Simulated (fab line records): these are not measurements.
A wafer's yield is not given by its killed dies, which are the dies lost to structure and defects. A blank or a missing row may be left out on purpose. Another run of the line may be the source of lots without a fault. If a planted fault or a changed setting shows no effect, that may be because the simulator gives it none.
A lot that was struck, set against a sound lot    flow nand harc    13 steps out of a route of 1302
Sound: wafers L407.3, L407.5, L407.6. Struck: wafer L419.5. (L419.2 of the same lot was not struck and is left out.) The cause comes at the end.
Per side, at each step with rows, come the tool, then ch with its chambers, and then its first start. Under that, the readings that differ: sound wafers    struck wafers    difference of the means    sigmas: that difference in standard deviations of wafers without a fault.
alike: words and numbers the same on both sides, and readings whose means are apart by under 2 such deviations; not compared: readings that were withheld, readings missing a value for some wafer, numbers with overlapping values and no deviation given by the record, and bounds like >300 which may hide the same value.
Wherever a step has rows on one side only, a row that says differs or no value, or a row with sigmas, the two part there. Numbers that have no deviation but don't overlap get no sigmas and don't part them. A reading that every wafer of one side lacks parts them only if that side has two wafers or more.

first, 9 steps without rows for these wafers: NHARC_A_STAIRCASE_DEHYDRATE_01 (time 120 s); NHARC_A_STAIRCASE_HMDS_02 (time 30 s); NHARC_A_STAIRCASE_COAT_03; NHARC_A_STAIRCASE_SOFTBAKE_04 (time 170 s); NHARC_A_STAIRCASE_EBR_05; NHARC_A_STAIRCASE_EXPOSE_06 (exposes mask STAIR); NHARC_A_STAIRCASE_PEB_07 (peb time 130 s); NHARC_A_STAIRCASE_DEVELOP_08 (time 140 s); NHARC_A_STAIRCASE_HARDBAKE_10 (time 140 s).
NHARC_A_STAIRCASE_DESCUM_11: chemistry O2, time 3 s.
  sound on rie diel-12 ch 0,3, day 16 19:06; struck on rie diel-12 ch 0, day 22 00:10
  alike: drypump motor current A, o2 flow sccm, oes product au, rf vpp V, showerhead plenum p Torr, throttle valve pct
  not compared: rf hours counter h
NHARC_A_STAIRCASE_TRIM_12: chemistry O2, time 211.2 s.
  sound on rie diel-12 ch 0,1, day 16 19:11; struck on rie diel-12 ch 0, day 22 00:15
  alike: drypump motor current A, o2 flow sccm, oes product au, rf vpp V, showerhead plenum p Torr, throttle valve pct
  not compared: rf hours counter h
NHARC_A_STAIRCASE_ETCH_13: etches the open film in C4F8/O2, target depth 100 nm, time 40.5 s.
  sound on rie diel-12 ch 0,1, day 16 19:24; struck on rie diel-12 ch 1, day 22 00:25
reading                sound              struck  difference  sigmas
oes product au (a.u.)  0.928 0.928 0.925  1.069   +0.142      +11
  alike: rf vpp V
  not compared: rf hours counter h
NHARC_A_STAIRCASE_TRIM_14: chemistry O2, time 211.2 s.
  sound: rie diel-12 ch 0,1; struck: rie diel-12 ch 3
reading                 sound                 struck  difference  sigmas
throttle valve pct (%)  17.029 17.030 17.057  17.017  -0.022      -2
  alike: drypump motor current A, o2 flow sccm, oes product au, rf vpp V, showerhead plenum p Torr
  not compared: rf hours counter h

WHERE THEY PART
Earliest at NHARC_A_STAIRCASE_ETCH_13; latest, in this record, at NHARC_A_STAIRCASE_TRIM_14.

WHY: whatever the simulator had introduced
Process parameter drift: rie diel-12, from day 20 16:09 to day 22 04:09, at NHARC_A_STAIRCASE_ETCH_13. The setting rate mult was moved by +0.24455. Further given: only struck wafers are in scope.
